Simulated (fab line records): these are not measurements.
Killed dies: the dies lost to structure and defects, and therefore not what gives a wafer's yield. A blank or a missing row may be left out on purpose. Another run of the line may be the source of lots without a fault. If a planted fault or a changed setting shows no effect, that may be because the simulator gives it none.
Matching of chambers    flow n5-finfet    pecvd-04 running N5_FIN_SAQP_PECVD_48: 3 sister chambers
The step deposits SiNx from SiH4/NH3/N2, target thk 25 nm, time 22.1 s. 6 wafers are shown with their chamber, then 8 later ones without.

== WAFERS PAIRED WITH THEIR CHAMBERS ==
wafer   chamber  showerhead-plenum-p-Torr (Torr)  throttle-valve-pct (%)
L084.4  2        5.19                             40.2
L085.3  0        5.08                             39.2
L085.6  0        5.07                             39.2
L089.4  2        5.19                             40.0
L089.5  1        5.10                             40.5
L094.2  1        5.09                             40.6

== WAFERS MISSING THEIR CHAMBER ==
wafer   showerhead-plenum-p-Torr (Torr)  throttle-valve-pct (%)
L094.3  5.18                             40.3
L094.5  5.07                             38.8
L095.4  5.11                             40.5
L095.5  5.07                             39.3
L095.6  5.18                             40.3
L096.2  5.18                             40.0
L096.3  5.07                             39.3
L096.6  5.19                             39.9

== CHAMBER TAKEN BY EACH ==
wafer   from the rows above  in truth
L094.3  2                    2
L094.5  0                    0
L095.4  1                    1
L095.5  0                    0
L095.6  2                    2
L096.2  2                    2
L096.3  0                    0
L096.6  2                    2
Correctly placed: 8 of 8. From these rows, 0 cannot be placed. Placed wrongly: 0.
How it was worked out, from the rows above alone: a wafer's distance from a chamber is the root of the sum, over the readings, of the square of ((its reading less the chamber's mean) divided by the reading's scatter). The wafer belongs to the nearest chamber; if the next one is less than 2 further off, it can't be placed. Each chamber's mean is taken over the wafers shown for it. The scatter: the root of (the sum of the squares of (reading less its chamber's mean) over the shown wafers, divided by (wafers less chambers)).
